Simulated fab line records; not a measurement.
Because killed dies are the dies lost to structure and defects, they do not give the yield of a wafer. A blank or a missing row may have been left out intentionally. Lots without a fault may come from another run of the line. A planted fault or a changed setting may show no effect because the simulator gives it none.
Split-lot study ; flow n5_finfet ; on a route of 1938 steps: 7 lots, 21 wafers read

SPLIT DETAILS
At N5_HKMG_FIN_HK_ALD_01 (deposits HfO2, target thk 1.6 nm, pulse time 3 s, purge time 3 s), the setting ald_cycles was moved away from the recipe's 30 on 3 of the 21 wafers read, by -10.0% to +16.7%. The other wafers ran this setting at the recipe's value.

FROM THE SPLIT TO THE READING: what the file shows between them, 8 steps
- N5_HKMG_FIN_COAT_43: resist thk 90 nm (also split here: spin_rpm)
- N5_HKMG_FIN_EBR_45
- N5_HKMG_FIN_SOFTBAKE_44: time 60 s
- N5_HKMG_FIN_EXPOSE_46: exposes mask NDIPOLE
- N5_HKMG_FIN_PEB_47: peb time 60 s
- N5_HKMG_FIN_DEVELOP_48: develop time 30 s
- N5_HKMG_FIN_WET_ETCH_82: etches La2O3 in dHCl, stops on HfO2, target depth 2 nm, rinse time 30 s
- N5_HKMG_FIN_ALD_36: deposits TiN, target thk 1 nm, pulse time 1 s, purge time 3 s

THE READING
HK_THK, in nm, at N5_HKMG_FIN_THK_MEAS_70 (measures by xrf). On this fab line, fault-free wafers typically give 1.591 nm with a standard deviation of 0.018 nm.

wafer;tool, chamber at the split;ald_cycles as run;against the recipe;HK_THK, nm;against lot-mates on the recipe
L075.1;ald_hk-01, 3,0;30;recipe;1.615;-
L075.2;ald_hk-01, 3,0;30;recipe;1.608;-
L075.3;ald_hk-01, 1;27;-10.0%;1.439;-0.172
L076.1;ald_hk-01, 0;35;+16.7%;1.845;+0.267
L076.3;ald_hk-01, 1;30;recipe;1.564;-
L076.6;ald_hk-01, 1;30;recipe;1.591;-
L080.1;ald_hk-02, 3,0,2;30;recipe;1.572;-
L080.2;ald_hk-02, 3,0,2;30;recipe;1.607;-
L080.4;ald_hk-02, 3,0,2;30;recipe;1.589;-
L082.1;ald_hk-03, 3,1;30;recipe;1.636;-
L082.3;ald_hk-03, 0;33;+10.0%;1.739;+0.124
L082.5;ald_hk-03, 3,1;30;recipe;1.594;-
L088.3;ald_hk-03, 2,0,0;30;recipe;1.607;-
L088.4;ald_hk-03, 2,0,0;30;recipe;1.587;-
L088.6;ald_hk-03, 2,0,0;30;recipe;1.594;-
L094.2;ald_hk-03, 2,1,2;30;recipe;1.568;-
L094.4;ald_hk-03, 2,1,2;30;recipe;1.596;-
L094.6;ald_hk-03, 2,1,2;30;recipe;1.590;-
L096.2;ald_hk-02, 0,2,2;30;recipe;1.603;-
L096.4;ald_hk-02, 0,2,2;30;recipe;1.597;-
L096.6;ald_hk-02, 0,2,2;30;recipe;1.596;-
Where a row lists several chambers, the file gives one row for several wafers and doesn't say which wafer went through which chamber.

FIT RESULTS
A straight line over all 21 wafers: HK_THK changes by +0.015 nm for each +1% of ald_cycles; r = +0.98; the points scatter about the line by 0.016 nm.
The same after taking each lot's own level away (the mean of its wafers on the recipe; 21 wafers): +0.0156 nm for each +1%; r = +0.98; scatter 0.014 nm.
According to that fit, moving ald_cycles by its largest amount changes the reading by 0.26 nm.
Across the lots, their own levels run from 1.5775 to 1.6150 nm, a range of 2.1 times the standard deviation given above.
The two slopes agree, so the slope changes little with the lot-to-lot level.
Check: +0.245 nm against its lot-mates is what the line predicts for one of the wafers moved furthest among these (+16.7%) when that wafer is left out of the fit. Against them it came out at +0.267 nm.

THESE WAFERS: OTHER SPLITS
Note: prior to the reading, these wafers also went through further splits. Each is held against what the fit with the lots' levels taken away leaves over:
other split on the same wafers;wafers away from the commonest value;r with HK_THK (lot level and that fit taken away)
N5_WELL_APT_COAT_02 spin_rpm;6;-0.22
N5_WELL_APT_PEB_23 peb_temp_c;5;+0.28
N5_WELL_APT_DESCUM_30 time_s;8;-0.06
N5_FIN_SAQP_EXPOSE_13 dose_mj;10;-0.37
N5_DUMMY_GATE_ETCH_31 target_depth_a;7;-0.22
N5_SD_EPI_P_EXPOSE_06 dose_mj;6;-0.43
N5_SD_EPI_P_PEB_07 peb_time_s;9;-0.23
N5_HKMG_FIN_COAT_43 spin_rpm;8;-0.05

FILE'S OWN FIT
HK_THK changes by +0.0156 nm for each +1% of ald_cycles, r = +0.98.
